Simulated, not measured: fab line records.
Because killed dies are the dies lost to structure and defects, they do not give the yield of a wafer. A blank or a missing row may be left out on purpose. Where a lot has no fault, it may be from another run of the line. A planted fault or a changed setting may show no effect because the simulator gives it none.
Which tool is to blame?	flow n5 finfet	33 wafers from 11 lots sampled at 3 of the route's 1938 steps

## WHAT THE GAUGES SHOWED, per wafer
N5_BEOL_M9_OVL_MEAS_12. Usual: M9_OVL typically reads -0.1 nm, with standard deviation 0.74.
lot	measured	on	M9_OVL (nm)	flag
L175	day 10 08:59	overlay-02	0.0 0.4 0.2	
L174	day 10 09:12	overlay-02	0.7 0.2 1.9	
L177	day 11 05:37	overlay-01	-0.4 -0.9 0.4	
L178	day 11 10:17	overlay-02	-1.0 -1.4 -2.4	
L183	day 12 20:35	overlay-01	-0.6 -0.1 -0.3	
L187	day 13 18:49	overlay-02	-0.6 -0.5 -0.4	
L189	day 14 04:46	overlay-02	-1.1 -1.4 -0.9	
L191	day 14 14:22	overlay-01	0.7 0.4 0.3	
L194	day 15 07:37	overlay-02	-0.8 -0.6 -0.7	
L197	day 15 23:47	overlay-01	1.1 0.0 0.6	
L196	day 16 00:46	overlay-02	-0.5 -0.3 -0.1	

N5_BEOL_M9_INSPECT_30: inspects for defects (brightfield). Usual: raw defect count 385, standard deviation 98.
lot	measured	on	raw defect count	flag
L175	day 10 12:14	defect inspect-02	293 300 307	
L174	day 10 12:02	defect inspect-01	393 375 351	
L177	day 11 09:11	defect inspect-01	485 435 476	
L178	day 11 11:30	defect inspect-02	387 395 409	
L183	day 12 22:25	defect inspect-02	291 347 347	
L187	day 13 23:00	defect inspect-01	509 595 595	
L189	day 14 06:47	defect inspect-01	518 656 650	
L191	day 14 18:59	defect inspect-01	416 346 414	
L194	day 15 09:30	defect inspect-01	211 429 346	
L197	day 16 04:48	defect inspect-02	325 261 319	
L196	day 16 04:59	defect inspect-02	390 402 396	

## WHAT TOOL EACH LOT RAN ON (gives the tool, then ch and the chambers of the sampled wafers, and finally the start)
lot	N5_BEOL_M9_COAT_75
L175	litho track-04 ch 0, day 10 11:46
L174	litho track-03 ch 0, day 10 11:41
L177	litho track-04 ch 0, day 11 08:40
L178	litho track-04 ch 0, day 11 11:09
L183	litho track-04 ch 0, day 12 22:01
L187	litho track-04 ch 0, day 13 22:39
L189	litho track-03 ch 0, day 14 06:26
L191	litho track-05 ch 0, day 14 18:20
L194	litho track-03 ch 0, day 15 09:01
L197	litho track-04 ch 0, day 16 04:26
L196	litho track-05 ch 0, day 16 04:26
- N5_BEOL_M9_COAT_75: time 60 s, resist thk 5 nm.

## WHAT THE TOOLS THEMSELVES READ (means of the sampled wafers that have a number; where no wafer has one, the mark that the record gives instead)
N5_BEOL_M9_COAT_75. Usual: heater power total W 391.8 W, standard deviation 1.3; plate temp C 204.97 C, standard deviation 0.16; run length s 66.18 s, standard deviation 0.22.
lot	tool	heater power total W (W)	plate temp C (C)	run length s (s)	flag
L175	litho track-04	391.2	204.98	66.28	
L174	litho track-03	392.5	204.99	65.95	
L177	litho track-04	391.0	204.97	66.24	
L178	litho track-04	391.4	205.17	66.29	
L183	litho track-04	398.5	204.97	64.74	OFF
L187	litho track-04	404.3	205.09	63.18	OFF
L189	litho track-03	392.9	204.91	65.95	
L191	litho track-05	392.6	204.71	66.27	
L194	litho track-03	391.9	204.75	65.89	
L197	litho track-04	391.5	205.01	66.35	
L196	litho track-05	390.7	204.96	66.34	

## THE ANSWER, worked out from the rows above alone
Rule: lot off if the mean of its wafers having a number is beyond 3 standard deviations from the usual mean. A lot without any number at a reading at which 4 lots or more have one is off too. The other lots that the step has rows for count as sound. After the gauges, taken in route order, come the tools' own readings; for these a lot's mean is taken, as printed above. At the first step where some lot is off, the reading lying furthest off is the one used; lots without a number count as furthest.
Off: L183, L187, at N5_BEOL_M9_COAT_75 (run length s).
A tool fits if, at that step or a process step before it, it ran every lot that is off, and no sound lot after the first of them. None of those tried fits.

## WHAT WAS PUT IN BY THE SIMULATOR
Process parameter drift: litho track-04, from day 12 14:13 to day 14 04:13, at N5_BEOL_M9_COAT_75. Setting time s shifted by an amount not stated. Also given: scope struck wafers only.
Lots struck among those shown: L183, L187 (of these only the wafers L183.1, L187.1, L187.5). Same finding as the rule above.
